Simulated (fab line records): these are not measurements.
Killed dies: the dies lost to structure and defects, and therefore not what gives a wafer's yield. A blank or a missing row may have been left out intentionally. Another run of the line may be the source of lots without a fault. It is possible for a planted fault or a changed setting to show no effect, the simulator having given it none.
Struck lot and sound lot, side by side + flow n5Finfet + 14 steps out of a route of 1938
Sound: wafers L828.2, L828.3, L828.4. The struck wafers were L840.1, L840.4, L840.6. The cause comes at the end.
For every step that has rows: the tool of each side, followed by ch and its chambers, followed by its first start. Under that, the readings that differ: sound wafers + struck wafers + difference of the means + sigmas: that difference in standard deviations of wafers without a fault.
alike: readings whose means differ by less than 2 such deviations, and words and numbers that are the same on both sides. not compared: withheld readings, readings that some wafer has no value for, bounds like >300 that may hide the same value, and numbers for which the record gives no deviation and whose values overlap.
A row with sigmas, a row that says differs or no value, or rows on one side alone: a step with any of these is where the two part. When numbers do not overlap yet have no deviation, they are printed without sigmas and do not part them. A reading that every wafer of one side lacks parts them only if that side has two wafers or more.

N5_FIN_SAQP_PECVD_47: deposits a-Si from SiH4/He, target thk 45 nm, time 36.3 s.
  sound on pecvd-02 ch 0,2, day 3 03:07; struck on pecvd-01 ch 1,2, day 6 03:20
  alike: heaterPowerW, showerheadPlenumPTorr, showerheadVppV, throttleValvePct
N5_FIN_SAQP_PECVD_48: deposits SiNx from SiH4/NH3/N2, target thk 25 nm, time 22.1 s.
  sound on pecvd-02 ch 0,2, day 3 03:09; struck on pecvd-01 ch 1,2, day 6 03:23
  alike: heaterPowerW, showerheadPlenumPTorr, showerheadVppV, throttleValvePct
N5_FIN_SAQP_PECVD_06: deposits a-Si from SiH4/He, target thk 60 nm, time 48.1 s.
  sound on pecvd-02 ch 0,2, day 3 03:11; struck on pecvd-01 ch 1,2, day 6 03:27
  alike: heaterPowerW, showerheadPlenumPTorr, showerheadVppV, throttleValvePct
N5_FIN_SAQP_THK_MEAS_07:
  sound on filmMetro-01, day 3 03:17; struck on filmMetro-01, day 6 03:34
  alike: thkNm
N5_FIN_SAQP_HM_DEP_72: deposits SiO2 from SiH4/N2O, target thk 12 nm, time 7.2 s.
  sound on pecvd-01 ch 0,1, day 3 03:19; struck on pecvd-01 ch 1, day 6 03:37
  alike: heaterPowerW, showerheadPlenumPTorr, showerheadVppV
then, 7 steps without rows for these wafers: N5_FIN_SAQP_COAT_49 (time 60 s, resist thk 100 nm); N5_FIN_SAQP_COAT_50 (time 60 s, resist thk 35 nm); N5_FIN_SAQP_COAT_10 (resist thk 90 nm); N5_FIN_SAQP_EBR_12; N5_FIN_SAQP_SOFTBAKE_11 (time 60 s); N5_FIN_SAQP_EXPOSE_13 (exposes mask FIN CORE, target cd 35.6 nm); N5_FIN_SAQP_PEB_14 (peb time 60 s).
N5_FIN_SAQP_DEVELOP_15: develop time 30 s.
  struck on lithoTrack-01, day 6 04:01; sound on lithoTrack-04 ch 0, day 3 03:36
  no value came back on the struck wafers for chillPlateTempC (C), developTimeS (s); on the sound wafers chillPlateTempC (C) reads 23.16 23.03 22.94
| reading                                      | sound             | struck         | difference | sigmas |
|----------------------------------------------|-------------------|----------------|------------|--------|
| model.CAR-ArF_of_FIN_SAQP_COAT_10.thkNm (nm) | 88.13 87.93 88.04 | 90.04 90 89.93 | +1.96      |        |
N5_FIN_SAQP_CD_MEAS_16: the cd target is 35.6 nm.
  sound on cdSem-01 ch 0, day 3 03:40; struck on cdSem-01 ch 0, day 6 04:05
| reading   | sound             | struck | difference                    | sigmas |
|-----------|-------------------|--------|-------------------------------|--------|
| cdNm (nm) | 35.12 35.73 36.30 | - - -  | no value on the struck wafers |        |

WHERE THEY PART
Earliest at N5_FIN_SAQP_DEVELOP_15; latest, in this record, at N5_FIN_SAQP_CD_MEAS_16.

WHY: what the simulator had put in
Step skipped in full: lithoTrack-01, at N5_FIN_SAQP_DEVELOP_15, from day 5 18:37 onward. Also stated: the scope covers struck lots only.
